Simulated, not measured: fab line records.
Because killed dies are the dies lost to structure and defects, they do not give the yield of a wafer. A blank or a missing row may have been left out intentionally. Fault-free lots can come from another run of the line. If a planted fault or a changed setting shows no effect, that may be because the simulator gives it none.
Matching of chambers | flow nand_harc | NHARC_A_STAIRCASE_STRIP_476 on rie_diel-07 has 4 sister chambers
The step strips in O2, time 20 s. 16 wafers are shown with their chamber, then 8 later ones without.

WAFERS, EACH WITH ITS CHAMBER
wafer  | chamber | drypump_motor_current_A (A) | showerhead_plenum_p_Torr (Torr) | rf_vpp_V (V)
L882.2 | 1       | 5.9                         | 3.48                            | 57.1
L882.3 | 2       | 6.2                         | 3.66                            | 57.2
L882.5 | 1       | 5.9                         | 3.48                            | 57.1
L887.3 | 0       | 6.3                         | 3.37                            | 57.6
L887.4 | 1       | 5.9                         | 3.47                            | 56.6
L887.5 | 1       | 5.9                         | 3.47                            | 56.4
L892.2 | 3       | 4.9                         | 3.62                            | 56.6
L892.5 | 2       | 6.2                         | 3.64                            | 59.8
L892.6 | 3       | 4.9                         | 3.62                            | 55.4
L893.1 | 3       | 5.0                         | 3.62                            | 58.6
L893.4 | 2       | 6.2                         | 3.64                            | 58.3
L893.5 | 2       | 6.2                         | 3.64                            | 58.6
L894.1 | 2       | 6.2                         | 3.64                            | 58.9
L894.3 | 0       | 6.3                         | 3.36                            | 57.9
L894.6 | 3       | 4.9                         | 3.62                            | 56.2
L895.3 | 2       | 6.2                         | 3.64                            | 58.2

SIGNATURES, as means of the wafers listed above
reading                  | chamber 0 | chamber 1 | chamber 2 | chamber 3 | scatter within a chamber
drypump_motor_current_A  | 6.300     | 5.900     | 6.200     | 4.925     | 0.025
showerhead_plenum_p_Torr | 3.3650    | 3.4750    | 3.6433    | 3.6200    | 0.00635
rf_vpp_V                 | 57.750    | 56.800    | 58.500    | 56.700    | 0.897
Rule: for a wafer and a chamber, the distance is found by dividing, reading by reading, the gap between the wafer's reading and the chamber's mean by the reading's scatter, squaring, summing and taking the root. If the next closest chamber is less than 2 further off than the closest, the wafer can't be placed; otherwise it belongs to the closest. The scatter: the root of (the sum of the squares of (reading less its chamber's mean) over the shown wafers, divided by (wafers less chambers)).

WAFERS WITH NO CHAMBER GIVEN
wafer  | drypump_motor_current_A (A) | showerhead_plenum_p_Torr (Torr) | rf_vpp_V (V)
L895.4 | 6.3                         | 3.36                            | 56.5
L895.5 | 4.9                         | 3.61                            | 58.4
L896.2 | 6.3                         | 3.36                            | 57.4
L896.3 | 5.0                         | 3.61                            | 59.1
L896.6 | 5.9                         | 3.46                            | 57.6
L898.3 | 4.9                         | 3.61                            | 58.3
L898.4 | 5.9                         | 3.45                            | 56.8
L898.5 | 4.9                         | 3.61                            | 58.5

WHICH CHAMBER EACH ONE RAN IN
wafer  | from the rows above | in truth
L895.4 | 0                   | 0
L895.5 | 3                   | 3
L896.2 | 0                   | 0
L896.3 | 3                   | 3
L896.6 | 1                   | 1
L898.3 | 3                   | 3
L898.4 | 1                   | 1
L898.5 | 3                   | 3
Placed correctly: 8 of 8. Number that these rows cannot place: 0. Number placed wrongly: 0.
